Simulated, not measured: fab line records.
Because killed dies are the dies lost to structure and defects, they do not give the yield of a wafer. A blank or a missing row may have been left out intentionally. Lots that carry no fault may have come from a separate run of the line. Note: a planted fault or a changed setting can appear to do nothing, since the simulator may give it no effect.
Chamber matching | flow n5_finfet | N5_FIN_CUT_STRIP_22 on rie_diel-03: 4 sister chambers
The step strips in N2/H2. 16 wafers are shown with their chamber, then 8 later ones without.

== WAFERS PAIRED WITH THEIR CHAMBERS ==
wafer  | chamber | showerhead_plenum_p_Torr (Torr) | throttle_valve_pct (%) | oes_product_au (a.u.)
L076.4 | 2       | 3.44                            | 18.9                   | 0.93
L076.5 | 3       | 3.27                            | 18.3                   | 0.86
L076.6 | 1       | 3.48                            | 18.8                   | 0.75
L080.1 | 3       | 3.27                            | 18.3                   | 0.86
L080.2 | 1       | 3.48                            | 18.8                   | 0.73
L080.3 | 0       | 3.31                            | 18.8                   | 0.95
L080.4 | 2       | 3.44                            | 18.9                   | 0.91
L080.5 | 3       | 3.27                            | 18.3                   | 0.87
L080.6 | 0       | 3.31                            | 18.8                   | 0.95
L082.1 | 1       | 3.47                            | 18.8                   | 0.72
L082.3 | 3       | 3.27                            | 18.3                   | 0.85
L082.6 | 0       | 3.30                            | 18.8                   | 0.93
L086.3 | 2       | 3.43                            | 18.9                   | 0.89
L086.5 | 0       | 3.30                            | 18.9                   | 0.91
L086.6 | 1       | 3.47                            | 18.8                   | 0.71
L089.4 | 1       | 3.47                            | 18.8                   | 0.71

SIGNATURES, as means of the wafers listed above
reading                  | chamber 0 | chamber 1 | chamber 2 | chamber 3 | scatter within a chamber
showerhead_plenum_p_Torr | 3.3050    | 3.4740    | 3.4367    | 3.2700    | 0.00489
throttle_valve_pct       | 18.825    | 18.800    | 18.900    | 18.300    | 0.025
oes_product_au           | 0.9350    | 0.7240    | 0.9100    | 0.8600    | 0.0164
Rule: a wafer lies at a distance from a chamber equal to the root of the sum of squares, over the readings, of (its reading less the chamber's mean, divided by the reading's scatter). The wafer belongs to the nearest chamber; if the next one is less than 2 further off, it can't be placed. The scatter: take each reading less its chamber's mean, square it, sum over the shown wafers, divide by the number of wafers less the number of chambers, and take the root.

== WAFERS MISSING THEIR CHAMBER ==
wafer  | showerhead_plenum_p_Torr (Torr) | throttle_valve_pct (%) | oes_product_au (a.u.)
L089.5 | 3.43                            | 19.0                   | 0.88
L089.6 | 3.47                            | 18.9                   | 0.71
L090.3 | 3.43                            | 19.0                   | 0.86
L090.5 | 3.26                            | 18.4                   | 0.83
L090.6 | 3.43                            | 19.0                   | 0.87
L093.1 | 3.42                            | 19.0                   | 0.86
L093.4 | 3.26                            | 18.4                   | 0.84
L093.5 | 3.29                            | 18.9                   | 0.90

== WHICH CHAMBER EACH WENT THROUGH ==
wafer  | from the rows above | in truth
L089.5 | 2                   | 2
L089.6 | 1                   | 1
L090.3 | 2                   | 2
L090.5 | 3                   | 3
L090.6 | 2                   | 2
L093.1 | 2                   | 2
L093.4 | 3                   | 3
L093.5 | 0                   | 0
Correctly placed: 8 of 8. From these rows, 0 cannot be placed. 0 placed wrongly.
